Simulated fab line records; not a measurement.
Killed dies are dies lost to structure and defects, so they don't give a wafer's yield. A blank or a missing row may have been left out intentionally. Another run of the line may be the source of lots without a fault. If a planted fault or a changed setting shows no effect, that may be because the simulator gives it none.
Matching of chambers + flow nand_harc + 4 sister chambers for NHARC_A_STAIRCASE_ETCHBACK_157 on rie_diel-02
The step etches the open film in CH3F/O2, target depth 90 nm, time 167.14 s. 4 wafers are shown with their chamber, then 12 later ones without.

WAFERS WITH THEIR CHAMBER
| wafer  | chamber | drypump_motor_current_A (A) |
|--------|---------|-----------------------------|
| L083.5 | 0       | 6.1                         |
| L093.1 | 1       | 6.0                         |
| L093.4 | 3       | 5.3                         |
| L093.5 | 2       | 5.7                         |

WAFERS MISSING THEIR CHAMBER
| wafer  | drypump_motor_current_A (A) |
|--------|-----------------------------|
| L092.2 | 5.7                         |
| L092.3 | 6.0                         |
| L092.5 | 5.7                         |
| L094.1 | 5.7                         |
| L094.3 | 6.1                         |
| L094.5 | 6.0                         |
| L095.2 | 5.2                         |
| L095.4 | 5.7                         |
| L095.5 | 6.1                         |
| L097.2 | 6.0                         |
| L097.3 | 6.1                         |
| L097.6 | 6.1                         |

EACH ONE'S CHAMBER
| wafer  | from the rows above | in truth                   |
|--------|---------------------|----------------------------|
| L092.2 | 2                   | 2                          |
| L092.3 | 1                   | 1                          |
| L092.5 | 2                   | 2                          |
| L094.1 | 2                   | 2                          |
| L094.3 | 0                   | 0                          |
| L094.5 | 1                   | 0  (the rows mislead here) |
| L095.2 | 3                   | 3                          |
| L095.4 | 2                   | 2                          |
| L095.5 | 0                   | 0                          |
| L097.2 | 1                   | 1                          |
| L097.3 | 0                   | 0                          |
| L097.6 | 0                   | 0                          |
Correctly placed: 11 of 12. Not placeable from these rows: 0. Wrongly placed: 1.
How it was worked out, from the rows above alone: a wafer's distance from a chamber is the root of the sum, over the readings, of the square of ((its reading less the chamber's mean) divided by the reading's scatter). The wafer belongs to the nearest chamber; if the next one is less than 2 further off, it can't be placed. For every chamber, the mean is computed from those of its wafers that are shown. The scatter: with one shown wafer a chamber, the root of the mean of the squares of how far each hidden wafer lies from its nearest shown one.
